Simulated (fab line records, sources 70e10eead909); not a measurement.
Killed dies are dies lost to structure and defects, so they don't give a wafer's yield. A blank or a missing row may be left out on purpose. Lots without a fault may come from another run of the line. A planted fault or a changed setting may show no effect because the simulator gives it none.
Chamber matching | flow nand_harc | NHARC_A_STAIRCASE_TRIM_12 on rie_diel-08: 4 sister chambers
The step chemistry O2, time 211.2 s. 4 wafers are shown with their chamber, then 8 later ones without.

WAFERS WITH THEIR CHAMBER
wafer  | chamber | drypump_motor_current_A (A)
L090.6 | 1       | 6.0
L091.1 | 2       | 5.2
L091.2 | 0       | 5.4
L092.3 | 3       | 5.2

WAFERS WITHOUT THEIR CHAMBER
wafer  | drypump_motor_current_A (A)
L092.4 | 6.0
L092.5 | 5.2
L093.2 | 5.4
L093.3 | 5.3
L093.5 | 6.0
L097.2 | 5.3
L097.4 | 6.1
L097.6 | 5.3

WHICH CHAMBER EACH WENT THROUGH
wafer  | from the rows above          | in truth
L092.4 | 1                            | 1
L092.5 | can't be placed: 2 or 3      | 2
L093.2 | 0                            | 0
L093.3 | can't be placed: 2 or 3 or 0 | 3
L093.5 | 1                            | 1
L097.2 | can't be placed: 2 or 3 or 0 | 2
L097.4 | 1                            | 1
L097.6 | can't be placed: 2 or 3 or 0 | 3
Placed correctly: 4 of 8. Can't be placed from these rows: 4 (the true chamber is among the candidates in 4). Placed wrongly: 0.
How it was worked out, from the rows above alone: a wafer's distance from a chamber is the root of the sum, over the readings, of the square of ((its reading less the chamber's mean) divided by the reading's scatter). The wafer belongs to the nearest chamber; if the next one is less than 2 further off, it can't be placed. A chamber's mean is the mean of its shown wafers. The scatter: with one shown wafer a chamber, the root of the mean of the squares of how far each hidden wafer lies from its nearest shown one.
